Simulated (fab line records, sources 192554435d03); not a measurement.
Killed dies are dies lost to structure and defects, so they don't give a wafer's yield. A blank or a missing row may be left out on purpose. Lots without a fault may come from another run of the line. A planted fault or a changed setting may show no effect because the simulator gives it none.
fab line records | flow n5_finfet
record lots=24 wafers=72 last_day=19
route steps=1938 shown SD_EPI_P@308 SD_ACTIVATION@330 ILD0@340 SDB@373
lots that met no fault: from a run of the same line without faults
start_h: hours from the record's first day to the start of the lot's first wafer shown | wait_h: hours since the lot's step before | " the same as in the row above | L1.1+2: a row that stands for several wafers | - no value, or no start given | * or withheld: withheld | < > ~ a bound
route shown NAME@n: a module of which the file shows steps, and the number in the route of the first | usual: mean/standard deviation of fault-free wafers | same: alike in all rows | chamber/n: place in a boat | sites: the reading at each site | _std_site: their standard deviation | _edge_site: outer sites' mean less inner sites' | radius_mm: how far each site lies from the wafer's centre | mask NAME#n: copy n | behind: the tool/chamber that last shaped the wafer | hold: why the lot was held/for how many hours/how that ended | device: the transistor (n, p or np) that didn't switch | end of line: the same wafers' tests at the end of the route | a step without rows: its recipe alone | killed: dies lost to structure and defects at the first sort, not the wafer's yield | map: a wafer's dies, x killed, . not, _ none there
set.NAME: the setting as run; set.NAME@STEP: as run at that earlier step | model.NAME: the simulator's own value behind a step, which no gauge read
steps of the route over a sample of lots; a table a step, a row a wafer
services: from which hour (start_h, from the record's first day; less than 0 if before it) a tool's chamber was out of use, for how many hours, and why
## steps
# step N5_SD_EPI_P_ETCH_37
# recipe chemistry=N2/H2 target=SOC overetch_a=1080 mask_material=SiARC temp_c=40 ion_energy_ev=100 source_w=3000 bias_w=133 pressure_mtorr=20 time_s=486 n2_flow_sccm=200 h2_flow_sccm=200 ends=end_point
# usual drypump_motor_current_A=6.1/0.48 oes_product_au=0.68/0.052 rf_vpp_V=240.6/1.3 showerhead_plenum_p_Torr=2.53/0.076 throttle_valve_pct=23.89/0.22
# columns lot.wafer tool chamber start_h wait_h drypump_motor_current_A oes_product_au rf_hours_counter_h rf_vpp_V showerhead_plenum_p_Torr throttle_valve_pct
L074.1 rie_diel-06 3 52.90 0.0 5.6 0.68 127 242.3 2.65 23.91
L074.2 " 2 " " 6.7 0.66 176 239.1 2.42 23.86
L074.6 " 1 " " 5.8 0.72 - 239.4 2.47 23.54
L075.2 rie_diel-02 2 65.54 0.0 5.8 0.65 176 240.2 2.53 23.67
L075.3 " 1 " " 5.7 0.67 142 243.5 2.65 23.84
L075.5 " 2 " " 5.8 0.64 - 239.6 2.53 23.68
L076.3 rie_diel-06 2 69.12 0.0 6.7 0.66 185 239.6 2.42 23.87
L076.4 " 3 " " 5.6 0.66 135 241.9 2.65 23.94
L076.5 " 2 " " 6.7 0.66 - 240.1 2.42 23.87
L077.2 rie_diel-02 2 73.50 0.0 5.8 0.64 180 241.1 2.53 23.68
L077.3 " 1 " " 5.7 0.66 146 243.1 2.65 23.81
L077.5 " 0 " " 6.5 0.68 - 239.3 2.56 24.08
L078.3 rie_diel-05 0 80.06 0.0 5.9 0.63 238 241.4 2.61 23.78
L078.4 " 3 " " 5.2 0.67 161 239.4 2.53 23.83
L078.6 " 1 " " 5.7 0.67 - 238.4 2.44 24.17
L079.1 rie_diel-06 1 84.28 0.0 5.8 0.70 121 240.7 2.46 23.56
L079.3 " 0 " " 6.5 0.85 8 242.1 2.59 23.73
L079.4 " 3 " " 5.6 0.66 142 242.4 2.64 23.95
L080.3 rie_diel-02 2 89.23 0.0 5.8 0.64 186 240.4 2.53 23.69
L080.4 " 0 " " 6.5 0.68 124 242.2 2.56 24.11
L080.5 " 0 " " 6.6 0.68 - 241.2 2.56 24.11
L081.4 rie_diel-06 2 96.87 0.0 6.8 0.65 196 239.9 2.42 23.89
L081.5 " 2 " " 6.8 0.65 - 238.9 2.41 23.88
L081.6 " 1 " " 5.8 0.70 - 238.8 2.46 23.58
L082.1 rie_diel-02 3 104.85 0.0 6.5 0.72 89 240.4 2.46 24.27
L082.2 " 2 " " 5.9 0.64 192 240.1 2.52 23.69
L082.4 " 0 " " 6.6 0.68 - 240.8 2.55 24.11
L083.1 rie_diel-05 0 110.96 0.0 5.9 0.63 248 241.4 2.60 23.78
L083.4 " 3 " " 5.2 0.67 170 239.2 2.52 23.83
L083.5 " 1 " " 5.7 0.66 - 239.1 2.43 24.17
L084.4 rie_diel-05 3 115.35 0.0 5.2 0.67 171 240.7 2.52 23.83
L084.5 " 0 " " 5.9 0.63 - 243.4 2.60 23.79
L084.6 " 1 " " 5.7 0.66 - 238.6 2.43 24.19
L085.1 rie_diel-02 0 122.54 0.0 6.5 0.67 136 239.8 2.55 24.14
L085.2 " 2 " " 5.8 0.63 198 239.8 2.52 23.71
L085.6 " 2 " " 5.9 0.63 - 241.2 2.52 23.68
L086.2 rie_diel-05 1 126.55 0.0 5.7 0.66 185 238.1 2.43 24.19
L086.3 " 3 " " 5.2 0.66 174 241.5 2.52 23.82
L086.4 " 1 " " 5.7 0.65 - 239.4 2.43 24.20
L087.2 rie_diel-02 3 131.81 0.0 6.6 0.72 96 239.8 2.46 24.29
L087.3 " 2 " " 5.9 0.63 199 240.1 2.52 23.69
L087.4 " 1 " " 5.7 0.65 158 242.1 2.64 23.84
L088.1 rie_diel-05 3 138.00 0.0 5.2 0.67 178 240.8 2.52 23.83
L088.3 " 1 " " 5.7 0.65 188 238.7 2.43 24.21
L088.5 " 1 " " 5.7 0.65 - 239.5 2.43 24.19
L089.2 rie_diel-05 2 144.10 0.0 6.7 0.64 217 239.8 2.53 23.65
L089.4 " 1 " " 5.7 0.65 - 238.6 2.43 24.20
L089.5 " 2 " " 6.8 0.64 - 240.0 2.53 23.65
L090.1 rie_diel-06 3 149.36 0.0 5.6 0.65 158 243.1 2.64 23.98
L090.2 " 2 " " 6.7 0.64 208 238.8 2.41 23.90
L090.4 " 0 " " 6.4 0.81 24 240.6 2.58 23.76
L091.2 rie_diel-06 0 154.68 0.0 6.5 0.82 25 242.4 2.58 23.75
L091.4 " 3 " " 5.6 0.65 160 242.7 2.64 23.97
L091.5 " 0 " " 6.4 0.81 - 241.5 2.58 23.77
L092.1 rie_diel-02 2 160.64 0.0 5.8 0.63 207 241.5 2.52 23.72
L092.2 " 1 " " 5.7 0.65 166 240.3 2.64 23.86
L092.3 " 3 " " 6.6 0.71 105 238.6 2.45 24.30
L093.1 rie_diel-06 0 167.18 0.0 6.5 0.80 28 241.6 2.58 23.77
L093.2 " 3 " " 5.6 0.65 163 241.1 2.63 23.97
L093.4 " 1 " " 5.8 0.69 142 238.2 2.46 23.58
L094.2 rie_diel-02 2 176.10 0.0 5.8 0.62 212 240.5 2.52 23.71
L094.3 " 3 " " 6.5 0.71 109 238.9 2.45 24.30
L094.4 " 0 " " 6.6 0.67 150 240.3 2.54 24.13
L095.3 rie_diel-06 2 179.19 0.0 6.7 0.64 217 239.8 2.41 23.91
L095.4 " 3 " " 5.6 0.64 167 242.5 2.63 23.98
L095.5 " 0 " " 6.5 0.80 - 240.3 2.58 23.78
L096.2 rie_diel-02 1 187.20 0.0 5.7 0.64 174 241.1 2.63 23.86
L096.3 " 0 " " 6.5 0.66 153 240.1 2.54 24.16
L096.5 " 2 " " 5.9 0.62 - 241.2 2.51 23.70
L097.2 rie_diel-06 0 191.49 0.0 6.5 0.79 35 240.6 2.58 23.77
L097.4 " 3 " " 5.5 0.65 170 241.6 2.63 23.98
L097.6 " 3 " " 5.6 0.65 - 242.2 2.63 23.97
# step N5_SD_EPI_P_ETCH_47
# recipe chemistry=CH3F/O2 target=SiOCN target_depth_a=250 mask_material=SOC ion_energy_ev=60 bias_w=29 pressure_mtorr=30 source_w=410 Ar_flow_sccm=150 CH3F_flow_sccm=30 O2_flow_sccm=20
# usual CH3F_flow_sccm=30.00/0.09 drypump_motor_current_A=6.1/0.48 oes_o_777_au=0.76/0.053 oes_product_au=0.76/0.062 rf_vpp_V=128.0/2.3 showerhead_plenum_p_Torr=1.99/0.063 throttle_valve_pct=16.37/0.19
# columns lot.wafer tool chamber start_h wait_h CH3F_flow_sccm drypump_motor_current_A oes_o_777_au oes_product_au rf_hours_counter_h rf_vpp_V showerhead_plenum_p_Torr throttle_valve_pct
L074.1 rie_diel-06 3 53.33 0.1 29.96 5.6 0.78 0.77 127 131.8 2.09 16.43
L074.2 " 2 " " 29.95 6.7 0.75 0.74 176 130.0 1.92 16.52
L074.6 " 1 " " 29.93 5.8 0.77 0.79 - 129.7 1.93 15.98
L075.2 rie_diel-02 2 65.96 0.1 30.23 5.8 0.75 0.72 176 126.2 1.99 16.39
L075.3 " 1 " " 29.98 5.7 0.74 0.73 143 127.1 2.08 16.25
L075.5 " 2 " " 30.04 5.8 0.75 0.73 - 128.0 1.99 16.40
L076.3 rie_diel-06 2 69.55 0.1 29.90 6.7 0.74 0.73 185 129.4 1.92 16.51
L076.4 " 3 " " 30.13 5.6 0.76 0.77 135 129.8 2.09 16.45
L076.5 " 2 " " 30.11 6.7 0.75 0.74 - 129.0 1.92 16.52
L077.2 rie_diel-02 2 73.92 0.1 30.05 5.8 0.75 0.73 180 125.8 1.99 16.41
L077.3 " 1 " " 30.12 5.7 0.74 0.73 146 129.1 2.08 16.26
L077.5 " 0 " " 29.93 6.5 0.77 0.77 - 132.2 2.01 16.54
L078.3 rie_diel-05 0 80.49 0.1 29.84 5.9 0.72 0.71 238 129.7 2.04 16.25
L078.4 " 3 " " 30.10 5.2 0.76 0.75 161 127.0 2.02 16.40
L078.6 " 1 " " 29.98 5.7 0.70 0.73 - 128.2 1.92 16.59
L079.1 rie_diel-06 1 84.70 0.1 30.00 5.8 0.76 0.77 121 127.8 1.93 16.01
L079.3 " 0 " " 30.21 6.4 0.93 0.96 8 128.7 2.06 16.01
L079.4 " 3 " " 29.84 5.6 0.75 0.75 142 132.3 2.09 16.47
L080.3 rie_diel-02 2 89.65 0.1 30.04 5.8 0.75 0.73 186 125.6 1.99 16.42
L080.4 " 0 " " 29.96 6.6 0.77 0.77 125 131.0 2.01 16.53
L080.5 " 0 " " 29.94 6.6 0.77 0.76 - 130.4 2.01 16.55
L081.4 rie_diel-06 2 97.30 0.1 29.97 6.7 0.74 0.73 196 129.2 1.91 16.54
L081.5 " 2 " " 29.97 6.7 0.73 0.73 - 128.7 1.91 16.54
L081.6 " 1 " " 30.05 5.8 0.75 0.77 - 130.7 1.92 16.02
L082.1 rie_diel-02 3 105.27 0.1 30.00 6.5 0.82 0.82 90 124.8 1.92 16.35
L082.2 " 2 " " 29.90 5.9 0.74 0.72 192 125.3 1.99 16.44
L082.4 " 0 " " 29.94 6.6 0.77 0.76 - 131.1 2.01 16.55
L083.1 rie_diel-05 0 111.38 0.1 29.95 6.0 0.70 0.71 248 127.8 2.04 16.27
L083.4 " 3 " " 30.01 5.1 0.77 0.74 170 127.0 2.01 16.42
L083.5 " 1 " " 30.02 5.7 0.71 0.72 - 127.9 1.92 16.61
L084.4 rie_diel-05 3 115.77 0.1 30.04 5.2 0.76 0.74 171 125.9 2.01 16.43
L084.5 " 0 " " 30.10 6.0 0.70 0.71 - 128.6 2.04 16.28
L084.6 " 1 " " 29.89 5.8 0.70 0.71 - 128.5 1.92 16.61
L085.1 rie_diel-02 0 122.96 0.1 30.16 6.5 0.76 0.75 136 131.1 2.01 16.57
L085.2 " 2 " " 29.95 5.8 0.74 0.71 198 126.2 1.98 16.45
L085.6 " 2 " " 29.93 5.8 0.74 0.71 - 126.4 1.99 16.46
L086.2 rie_diel-05 1 126.98 0.1 29.95 5.7 0.70 0.71 185 128.0 1.92 16.63
L086.3 " 3 " " 29.94 5.2 0.75 0.74 174 125.5 2.01 16.44
L086.4 " 1 " " 30.04 5.7 0.71 0.71 - 127.5 1.92 16.61
L087.2 rie_diel-02 3 132.24 0.1 30.08 6.5 0.81 0.79 97 125.9 1.92 16.37
L087.3 " 2 " " 30.05 5.8 0.73 0.70 199 126.3 1.98 16.45
L087.4 " 1 " " 30.03 5.7 0.73 0.72 158 125.2 2.07 16.30
L088.1 rie_diel-05 3 138.42 0.1 29.90 5.2 0.76 0.74 178 125.5 2.01 16.42
L088.3 " 1 " " 30.06 5.7 0.70 0.71 188 129.0 1.92 16.63
L088.5 " 1 " " 29.94 5.7 0.70 0.70 - 128.5 1.92 16.62
L089.2 rie_diel-05 2 144.53 0.1 30.04 6.7 0.73 0.70 217 124.2 1.98 16.31
L089.4 " 1 " " 30.16 5.7 0.69 0.71 - 127.3 1.92 16.62
L089.5 " 2 " " 30.07 6.7 0.72 0.70 - 124.0 1.98 16.32
L090.1 rie_diel-06 3 149.79 0.1 29.93 5.6 0.75 0.74 158 131.3 2.08 16.47
L090.2 " 2 " " 30.14 6.7 0.73 0.73 208 127.0 1.91 16.57
L090.4 " 0 " " 29.87 6.4 0.88 0.92 24 127.7 2.05 16.04
L091.2 rie_diel-06 0 155.11 0.1 30.10 6.5 0.88 0.92 25 128.1 2.05 16.06
L091.4 " 3 " " 30.08 5.6 0.75 0.74 160 131.2 2.08 16.51
L091.5 " 0 " " 30.02 6.5 0.88 0.93 - 127.3 2.05 16.06
L092.1 rie_diel-02 2 161.06 0.1 29.90 5.8 0.73 0.71 208 124.5 1.98 16.47
L092.2 " 1 " " 30.02 5.7 0.72 0.71 166 128.2 2.07 16.30
L092.3 " 3 " " 29.88 6.6 0.80 0.79 105 125.7 1.92 16.40
L093.1 rie_diel-06 0 167.60 0.1 29.98 6.4 0.88 0.91 28 129.1 2.05 16.05
L093.2 " 3 " " 30.02 5.6 0.75 0.73 164 130.1 2.08 16.50
L093.4 " 1 " " 29.92 5.8 0.74 0.76 142 129.5 1.92 16.04
L094.2 rie_diel-02 2 176.52 0.1 30.07 5.9 0.73 0.71 212 127.0 1.98 16.48
L094.3 " 3 " " 29.93 6.5 0.80 0.79 109 126.2 1.92 16.38
L094.4 " 0 " " 30.06 6.6 0.75 0.74 150 128.3 2.00 16.59
L095.3 rie_diel-06 2 179.61 0.1 29.79 6.7 0.72 0.71 217 129.0 1.91 16.57
L095.4 " 3 " " 30.17 5.6 0.74 0.73 167 132.0 2.08 16.51
L095.5 " 0 " " 29.82 6.5 0.87 0.90 - 128.6 2.05 16.07
L096.2 rie_diel-02 1 187.62 0.1 29.99 5.7 0.71 0.71 174 127.1 2.07 16.30
L096.3 " 0 " " 29.95 6.5 0.75 0.73 153 130.7 2.00 16.61
L096.5 " 2 " " 30.03 5.8 0.72 0.69 - 124.6 1.98 16.47
L097.2 rie_diel-06 0 191.91 0.1 29.91 6.4 0.87 0.89 36 128.0 2.05 16.08
L097.4 " 3 " " 29.93 5.6 0.74 0.73 171 131.0 2.08 16.52
L097.6 " 3 " " 29.88 5.5 0.74 0.73 - 132.5 2.08 16.51
# step N5_SD_ACTIVATION_RTA_00
# recipe temp_c=975 time_s=0 ambient=N2 idle_temp_c=600 ramp_up_c_per_s=150 ramp_down_c_per_s=60 cool_to_c=600
# usual lamp_power_pct=8.96/0.057 lamp_zone_1_pct=8.952/0.027 wafer_temp_C_max=974.7/1.9
# same time_s=0
# columns lot.wafer tool chamber start_h wait_h lamp_power_pct lamp_zone_1_pct wafer_temp_C_max
L074.1 rtp_anneal-02 0 56.57 0.0 8.92 8.987 974.8
L074.2 " 0 " " 9.05 8.943 970.5
L074.6 " 0 " " 9.02 8.965 973.4
L075.2 rtp_anneal-02 0 69.42 0.1 9.00 8.921 971.6
L075.3 " 0 " " 8.98 8.959 973.3
L075.5 " 0 " " 8.87 8.899 975.3
L076.3 rtp_anneal-01 0 73.68 0.1 8.98 8.990 975.3
L076.4 " 0 " " 9.03 8.968 977.5
L076.5 " 0 " " 8.96 8.969 973.5
L077.2 rtp_anneal-01 0 77.18 0.1 8.93 8.926 975.9
L077.3 " 0 " " 8.94 8.916 975.0
L077.5 " 0 " " 9.02 8.950 976.8
L078.3 rtp_anneal-02 0 83.79 0.1 8.95 8.898 973.7
L078.4 " 0 " " 9.02 8.922 975.6
L078.6 " 0 " " 8.94 8.907 977.5
L079.1 rtp_anneal-02 0 87.93 0.0 8.94 8.941 978.3
L079.3 " 0 " " 8.96 8.955 976.0
L079.4 " 0 " " 9.05 8.942 975.5
L080.3 rtp_anneal-02 0 92.95 0.1 8.98 8.939 972.9
L080.4 " 0 " " 8.95 8.922 973.6
L080.5 " 0 " " 8.97 8.936 975.0
L081.4 rtp_anneal-01 0 100.63 0.1 8.98 8.970 975.2
L081.5 " 0 " " 8.96 8.926 976.2
L081.6 " 0 " " 8.97 9.008 977.9
L082.1 rtp_anneal-01 0 108.54 0.1 8.91 8.935 973.4
L082.2 " 0 " " 8.90 8.930 977.1
L082.4 " 0 " " 9.00 8.951 974.3
L083.1 rtp_anneal-02 0 114.62 0.0 8.92 8.996 976.4
L083.4 " 0 " " 8.98 8.943 972.6
L083.5 " 0 " " 8.90 8.987 971.3
L084.4 rtp_anneal-02 0 119.10 0.1 8.92 9.005 972.9
L084.5 " 0 " " 8.97 8.969 975.4
L084.6 " 0 " " 8.91 8.938 972.3
L085.1 rtp_anneal-02 0 126.20 0.0 8.98 8.919 974.0
L085.2 " 0 " " 8.96 8.949 978.1
L085.6 " 0 " " 8.92 8.913 974.5
L086.2 rtp_anneal-02 0 130.30 0.1 8.84 8.972 977.1
L086.3 " 0 " " 8.97 8.952 974.2
L086.4 " 0 " " 8.97 8.940 975.1
L087.2 rtp_anneal-02 0 135.65 0.1 8.91 8.952 978.3
L087.3 " 0 " " 8.99 8.955 972.8
L087.4 " 0 " " 9.05 8.986 973.2
L088.1 rtp_anneal-01 0 141.69 0.0 8.93 8.984 974.2
L088.3 " 0 " " 8.97 8.990 971.9
L088.5 " 0 " " 8.95 8.982 977.7
L089.2 rtp_anneal-02 0 147.94 0.2 8.95 8.952 975.7
L089.4 " 0 " " 9.04 8.975 975.7
L089.5 " 0 " " 8.99 8.886 975.6
L090.1 rtp_anneal-01 0 153.13 0.1 8.88 8.937 977.7
L090.2 " 0 " " 8.95 8.916 977.2
L090.4 " 0 " " 8.95 8.956 974.1
L091.2 rtp_anneal-02 0 158.38 0.1 8.95 8.907 976.8
L091.4 " 0 " " 9.08 8.966 973.2
L091.5 " 0 " " 8.96 8.935 973.1
L092.1 rtp_anneal-01 0 164.30 0.0 8.84 9.026 975.9
L092.2 " 0 " " 9.04 8.934 975.0
L092.3 " 0 " " 8.88 8.927 976.6
L093.1 rtp_anneal-01 0 170.93 0.1 9.00 8.955 976.1
L093.2 " 0 " " 8.97 8.946 977.1
L093.4 " 0 " " 8.92 8.956 973.8
L094.2 rtp_anneal-02 0 180.64 0.1 9.03 8.996 973.8
L094.3 " 0 " " 9.05 8.937 973.8
L094.4 " 0 " " 9.01 8.993 976.0
L095.3 rtp_anneal-01 0 184.14 0.5 9.00 8.979 974.9
L095.4 " 0 " " 9.03 8.932 975.5
L095.5 " 0 " " 9.00 8.926 974.1
L096.2 rtp_anneal-01 0 191.73 0.1 8.99 8.990 974.5
L096.3 " 0 " " 8.93 8.918 972.8
L096.5 " 0 " " 9.00 8.953 973.6
L097.2 rtp_anneal-01 0 195.17 0.1 9.00 8.897 974.2
L097.4 " 0 " " 8.94 8.983 976.9
L097.6 " 0 " " 8.94 8.937 972.6
# step N5_ILD0_CMP_07
# recipe stop_on=poly-Si material=SiO2_flowable t_overpolish_s=1.18 post_cmp_clean=alkaline_brush down_force_psi=4.1491 platen_rpm=51.796 pad_velocity_m_s=1.0306 target_thk_nm=138.88
# usual motor_current_A=11.6/1.5
# columns lot.wafer tool chamber start_h wait_h motor_current_A
L074.1 cmp-02 0 60.04 0.0 12.1
L074.2 " 2 " " 9.2
L074.6 " 1 " " 10.8
L075.3 cmp-04 3 72.95 0.1 10.1
L075.2 " 0 " " 10.7
L075.5 " 1 " " 11.7
L076.4 cmp-02 3 77.12 0.1 13.5
L076.3 " 1 " " 10.9
L076.5 " 2 " " 9.3
L077.3 cmp-04 3 80.60 0.0 9.6
L077.2 " 1 " " 12.6
L077.5 " 3 " " 10.0
L078.4 cmp-04 2 87.21 0.0 14.2
L078.3 " 1 " " 11.8
L078.6 " 2 " " 14.8
L079.1 cmp-02 1 91.90 0.1 11.9
L079.4 " 2 " " 8.5
L079.3 " 3 " " 13.3
L080.4 cmp-04 0 97.81 0.1 10.6
L080.3 " 1 " " 11.2
L080.5 " 0 " " 10.1
L081.4 cmp-03 2 112.14 0.2 12.2
L081.5 " 0 " " 11.3
L081.6 " 1 " " 12.5
L082.2 cmp-02 3 112.85 0.0 13.9
L082.1 " 1 " " 11.2
L082.4 " 2 " " 8.8
L083.4 cmp-04 1 118.27 0.1 11.4
L083.1 " 3 " " 9.9
L083.5 " 0 " " 11.2
L084.4 cmp-04 2 123.62 0.1 14.4
L084.5 " 3 " " 10.0
L084.6 " 0 " " 10.8
L085.1 cmp-02 3 129.65 0.0 13.6
L085.2 " 0 " " 11.8
L085.6 " 0 " " 11.6
L086.2 cmp-02 3 134.32 0.1 13.0
L086.3 " 0 " " 12.1
L086.4 " 1 " " 10.8
L087.3 cmp-04 1 139.51 0.1 11.5
L087.2 " 2 " " 14.2
L087.4 " 3 " " 9.8
L088.3 cmp-03 0 145.26 0.1 11.6
L088.1 " 2 " " 12.6
L088.5 " 0 " " 12.2
L089.2 cmp-03 1 151.57 0.0 12.8
L089.4 " 2 " " 12.5
L089.5 " 1 " " 12.6
L090.1 cmp-04 3 156.74 0.0 10.3
L090.4 " 0 " " 10.7
L090.2 " 1 " " 11.6
L091.4 cmp-02 1 161.86 0.0 10.9
L091.2 " 2 " " 9.1
L091.5 " 2 " " 9.7
L092.1 cmp-03 1 167.76 0.0 11.8
L092.3 " 2 " " 12.5
L092.2 " 3 " " 11.0
L093.4 cmp-03 2 174.45 0.1 12.4
L093.2 " 3 " " 10.8
L093.1 " 0 " " 11.3
L094.3 cmp-02 2 184.18 0.0 8.9
L094.2 " 3 " " 13.4
L094.4 " 0 " " 11.1
L095.4 cmp-02 2 187.65 0.1 9.4
L095.3 " 1 " " 10.5
L095.5 " 3 " " 12.7
L096.3 cmp-03 2 195.39 0.0 11.9
L096.2 " 1 " " 11.9
L096.5 " 3 " " 10.8
L097.4 cmp-03 3 198.64 0.1 11.1
L097.2 " 1 " " 13.1
L097.6 " 3 " " 11.0
# step N5_ILD0_THK_MEAS_08
# usual thk_nm=138.6/1
# columns lot.wafer tool chamber start_h wait_h thk_nm
L074.1 film_metro-02 - 60.33 - 139.9
L074.2 " - " " 138.2
L074.6 " - " " 138.7
L075.2 film_metro-01 - 73.17 - 137.8
L075.3 " - " " 136.9
L075.5 " - " " 137.2
L076.3 film_metro-01 - 77.38 - 138.1
L076.4 " - " " 139.5
L076.5 " - " " 139.7
L077.2 film_metro-02 - 80.90 - 138.1
L077.3 " - " " 139.4
L077.5 " - " " 138.7
L078.3 film_metro-01 - 87.51 - 137.7
L078.4 " - " " 136.8
L078.6 " - " " 137.8
L079.1 film_metro-01 - 92.19 - 137.2
L079.3 " - " " 137.8
L079.4 " - " " 138.2
L080.3 film_metro-01 - 98.07 - 139.3
L080.4 " - " " 138.9
L080.5 " - " " 139.0
L081.4 film_metro-01 - 112.36 - 137.8
L081.5 " - " " 140.4
L081.6 " - " " 139.6
L082.1 film_metro-01 - 113.14 - 138.8
L082.2 " - " " 139.9
L082.4 " - " " 138.9
L083.1 film_metro-01 - 118.53 - 137.7
L083.4 " - " " 136.9
L083.5 " - " " 138.6
L084.4 film_metro-01 - 123.80 - 139.5
L084.5 " - " " 141.2
L084.6 " - " " 139.5
L085.1 film_metro-02 - 129.95 - 138.1
L085.2 " - " " 139.6
L085.6 " - " " 139.8
L086.2 film_metro-01 - 134.57 - 138.6
L086.3 " - " " 138.0
L086.4 " - " " 138.2
L087.2 film_metro-01 - 139.77 - 138.4
L087.3 " - " " 138.0
L087.4 " - " " 138.9
L088.1 film_metro-02 - 145.51 - 136.3
L088.3 " - " " 138.5
L088.5 " - " " 139.4
L089.2 film_metro-02 - 151.86 - 140.8
L089.4 " - " " 136.7
L089.5 " - " " 139.2
L090.1 film_metro-02 - 157.04 - 139.3
L090.2 " - " " 138.5
L090.4 " - " " 139.4
L091.2 film_metro-01 - 162.15 - 139.0
L091.4 " - " " 138.4
L091.5 " - " " 139.4
L092.1 film_metro-02 - 168.05 - 138.8
L092.2 " - " " 139.2
L092.3 " - " " 138.5
L093.1 film_metro-01 - 174.70 - 140.0
L093.2 " - " " 139.5
L093.4 " - " " 138.1
L094.2 film_metro-01 - 184.48 - 138.3
L094.3 " - " " 138.7
L094.4 " - " " 138.8
L095.3 film_metro-01 - 187.94 - 138.9
L095.4 " - " " 138.7
L095.5 " - " " 138.5
L096.2 film_metro-01 - 195.68 - 139.2
L096.3 " - " " 136.4
L096.5 " - " " 138.9
L097.2 film_metro-01 - 198.90 - 138.6
L097.4 " - " " 138.5
L097.6 " - " " 138.3
# step N5_SDB_ALD_29
# recipe material=SiNx target_thk_a=300 temp_c=400 ald_precursor_family=SiH2I2 ald_co_reactant=N2/H2-plasma pulse_time_s=1 ald_cycles=600 purge_time_s=2 co_reactant_purge_time_s=2 pressure_torr=2
# usual heater_power_w=800/52 precursor_pulse_height_rel=0.997/0.019
# columns lot.wafer tool chamber start_h wait_h heater_power_w precursor_pulse_height_rel
L074.1 ald_sin-01 0 65.17 0.0 856 0.994
L074.2 " 3 " " 783 0.960
L074.6 " 3 66.52 1.4 780 0.981
L075.2 ald_sin-04 0 78.65 0.1 736 1.002
L075.3 " 2 " " 750 0.994
L075.5 " 0 80.00 1.4 750 0.998
L076.3 ald_sin-04 2 81.87 0.0 758 1.004
L076.4 " 1 " " 803 0.988
L076.5 " 2 83.22 1.4 771 0.987
L077.2 ald_sin-01 3 86.29 0.0 771 0.993
L077.3 " 0 " " 845 1.004
L077.5 " 2 87.65 1.4 828 1.026
L078.3 ald_sin-04 2 92.37 0.0 772 1.003
L078.4 " 3 " " 803 1.039
L078.6 " 2 93.72 1.4 756 1.004
L079.1 ald_sin-01 0 96.81 0.0 881 0.987
L079.3 " 2 " " 847 0.975
L079.4 " 1 " " 724 0.977
L080.3 ald_sin-04 0 103.19 0.0 757 0.977
L080.4 " 3 " " 817 1.011
L080.5 " 2 104.55 1.4 756 1.024
L081.4 ald_sin-04 3 117.43 0.0 797 1.043
L081.5 " 1 118.78 1.4 795 1.015
L081.6 " 2 " " 768 1.008
L082.1 ald_sin-01 2 118.33 0.0 817 1.000
L082.2 " 3 " " 754 0.994
L082.4 " 1 " " 721 1.011
L083.1 ald_sin-04 3 123.02 0.0 817 1.018
L083.4 " 1 124.37 1.4 800 0.996
L083.5 " 3 " " 800 1.009
L084.4 ald_sin-04 0 128.28 0.0 746 0.993
L084.5 " 0 129.63 1.4 735 0.992
L084.6 " 3 " " 810 1.040
L085.1 ald_sin-04 3 134.69 0.0 812 1.004
L085.2 " 2 " " 756 0.983
L085.6 " 2 136.05 1.4 768 0.989
L086.2 ald_sin-04 0 139.47 0.0 732 0.984
L086.3 " 2 " " 740 0.999
L086.4 " 3 " " 819 0.993
L087.2 ald_sin-02 2 144.38 0.0 796 1.011
L087.3 " 1 " " 898 0.988
L087.4 " 3 " " 946 1.004
L088.1 ald_sin-04 1 150.90 0.0 804 0.983
L088.3 " 2 " " 766 1.022
L088.5 " 2 152.25 1.4 772 1.004
L089.2 ald_sin-02 1 157.61 0.0 893 1.036
L089.4 " 3 " " 916 0.991
L089.5 " 0 158.97 1.4 885 0.996
L090.1 ald_sin-02 0 161.52 0.0 841 0.980
L090.2 " 2 " " 804 0.970
L090.4 " 3 " " 923 1.024
L091.2 ald_sin-02 0 167.31 0.3 863 0.995
L091.4 " 2 " " 797 0.981
L091.5 " 2 168.67 1.7 798 0.999
L092.1 ald_sin-04 3 173.38 0.0 827 1.017
L092.2 " 1 " " 810 0.959
L092.3 " 0 " " 739 1.010
L093.1 ald_sin-04 1 179.84 0.6 816 0.988
L093.2 " 0 " " 746 1.019
L093.4 " 3 " " 813 0.984
L094.2 ald_sin-02 2 191.06 2.0 782 1.007
L094.3 " 3 " " 924 1.018
L094.4 " 1 " " 894 1.001
L095.3 ald_sin-04 2 192.84 0.1 758 1.019
L095.4 " 3 " " 801 1.007
L095.5 " 0 194.20 1.4 763 0.980
L096.2 ald_sin-04 3 200.44 0.0 810 1.035
L096.3 " 2 " " 747 0.998
L096.5 " 3 201.80 1.4 800 1.012
L097.2 ald_sin-04 0 203.55 0.0 734 0.963
L097.4 " 2 " " 774 0.972
L097.6 " 0 204.90 1.4 764 0.986
## services
# columns tool chamber start_h hours kind
rie_diel-02 3 30.39 2.3 repair
rie_diel-05 2 30.47 19.7 repair
cmp-03 - 32.72 1.2 repair
ald_sin-02 2 36.10 6.5 repair
cmp-03 - 39.57 1.3 repair
cmp-02 - 45.90 9.5 pm
cmp-03 - 48.02 4.0 pm
rie_diel-06 0 51.53 - clean
rie_diel-06 0 51.53 - consumable_replace:focus_ring
rie_diel-06 0 51.53 14.0 scheduled_down
rie_diel-06 0 51.53 14.0 vent_cycle
rie_diel-05 - 51.87 28.1 pm
rie_diel-02 0 52.41 13.2 repair
cmp-02 - 55.45 2.1 repair
ald_sin-04 3 64.33 5.4 repair
cmp-02 - 84.45 4.4 repair
ald_sin-02 - 85.25 14.0 pm
rie_diel-02 1 93.14 16.4 repair
cmp-03 - 93.65 5.6 pm
ald_sin-01 - 121.04 14.6 pm
ald_sin-02 3 159.26 1.7 repair
cmp-04 - 160.49 4.0 pm
ald_sin-01 - 177.59 14.0 pm
rie_diel-05 1 198.10 1.3 repair
## key
fault none
